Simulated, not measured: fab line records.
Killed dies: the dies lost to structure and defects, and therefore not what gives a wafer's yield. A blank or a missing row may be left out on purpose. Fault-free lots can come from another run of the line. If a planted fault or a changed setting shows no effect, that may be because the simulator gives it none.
2 desks looking at one fault | flow n5_finfet | each desk has only its own numbers; what lay behind them comes last

TOOL OWNER'S DESK, ald_sin-02
The tool's own readings at N5_DUMMY_GATE_ALD_02 (deposits SiO2, target thk 2 nm, pulse time 1 s): means of the sampled wafers that have a number, for each lot that ran on this tool. The brackets show how far a lot's mean lies from the usual mean; more than 4 standard deviations puts the lot out of limits, marked OUT.
Columns: A = chamber_pressure_Torr at N5_DUMMY_GATE_ALD_02, usual 2.000 Torr; B = heater_power_w at N5_DUMMY_GATE_ALD_02, usual 493 W; C = precursor_pulse_height_rel at N5_DUMMY_GATE_ALD_02, usual 1.001
lot  | first seen here | A     | B   | C
L113 | day 3 18:41     | 1.997 | 575 | 1.019
L115 | day 4 08:37     | 2.005 | 504 | 1.006
L116 | day 4 15:06     | 2.002 | 526 | 0.996
L127 | day 7 07:43     | 2.002 | 553 | 0.997
This desk's finding: nothing out of limits on any of the 4 lots.

FROM THE METROLOGY DESK
What the gauges read, lot by lot, whatever tool the lot ran on: means of the sampled wafers that have a number. The brackets show how far a lot's mean lies from the usual mean; more than 4 standard deviations puts the lot out of limits, marked OUT. 7 of its 10 readings are shown, namely those furthest out on some lot.
Columns: A = DIBL_N at N5_BEOL_M4_RC_MEAS_101, usual 35.8 mV/V; B = DIBL_P at N5_BEOL_M4_RC_MEAS_101, usual 35.9 mV/V; C = IOFF_N at N5_BEOL_M4_RC_MEAS_101, usual 0.16 nA/um; D = ION_N at N5_BEOL_M4_RC_MEAS_101, usual 672 uA/um; E = ION_P at N5_BEOL_M4_RC_MEAS_101, usual 461 uA/um; F = VT_N at N5_BEOL_M4_RC_MEAS_101, usual 250 mV; G = VT_P at N5_BEOL_M4_RC_MEAS_101, usual -251 mV
lot  | first seen here | A    | B    | C    | D   | E   | F   | G
L113 | day 9 08:49     | 33.8 | 33.7 | 0.12 | 652 | 453 | 254 | -252
L115 | day 9 17:04     | 37.1 | 37.1 | 0.17 | 680 | 466 | 250 | -248
L116 | day 9 21:35     | 36.4 | 37.0 | 0.17 | 676 | 464 | 248 | -252
L121 | day 11 16:33    | 36.6 | 36.6 | 0.16 | 676 | 463 | 251 | -249
L127 | day 12 21:13    | 36.8 | 36.4 | 0.18 | 677 | 460 | 248 | -247
This desk's finding: nothing out of limits on any of the 5 lots.

TAKEN TOGETHER
Nothing out of limits was seen by the tool owner's desk.
Nothing out of limits was seen by the metrology desk.

WHAT HAD BEEN PUT IN BY THE SIMULATOR
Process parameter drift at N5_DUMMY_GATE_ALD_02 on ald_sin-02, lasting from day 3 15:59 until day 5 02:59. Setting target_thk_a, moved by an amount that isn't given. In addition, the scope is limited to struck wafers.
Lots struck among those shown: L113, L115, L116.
